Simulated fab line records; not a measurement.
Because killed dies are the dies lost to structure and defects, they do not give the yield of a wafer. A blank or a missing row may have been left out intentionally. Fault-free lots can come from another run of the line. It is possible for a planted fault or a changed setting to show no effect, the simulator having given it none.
Chamber matching    flow n5-finfet    ald-sin-02 running N5_SD_EPI_N_LINER_46: 4 sister chambers
The step material SiNx, target thk 3 nm. 7 wafers are shown with their chamber, then 8 later ones without.

WAFERS PAIRED WITH THEIR CHAMBERS
wafer   chamber  heater-power-w (W)
L082.5  3        657
L088.2  1        885
L088.5  0        869
L090.2  1        860
L090.3  2        866
L090.4  0        902
L091.1  2        859

WAFERS MISSING THEIR CHAMBER
wafer   heater-power-w (W)
L091.3  898
L091.6  891
L095.2  655
L095.3  876
L095.6  891
L097.1  883
L097.3  885
L097.6  876

EACH ONE'S CHAMBER
wafer   from the rows above           in truth
L091.3  can't be placed: 0 or 1 or 2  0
L091.6  can't be placed: 0 or 1 or 2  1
L095.2  3                             3
L095.3  can't be placed: 1 or 0 or 2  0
L095.6  can't be placed: 0 or 1 or 2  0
L097.1  can't be placed: 0 or 1 or 2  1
L097.3  can't be placed: 0 or 1 or 2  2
L097.6  can't be placed: 1 or 0 or 2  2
Placed correctly: 1 of 8. Unplaceable from these rows: 7, with the true chamber sitting among the candidates in 7. Wrongly placed: 0.
How it was worked out, from the rows above alone: a wafer's distance from a chamber is the root of the sum, over the readings, of the square of ((its reading less the chamber's mean) divided by the reading's scatter). If the next closest chamber is less than 2 further off than the closest, the wafer can't be placed; otherwise it belongs to the closest. For every chamber, the mean is computed from those of its wafers that are shown. The scatter: take each reading less its chamber's mean, square it, sum over the shown wafers, divide by the number of wafers less the number of chambers, and take the root.
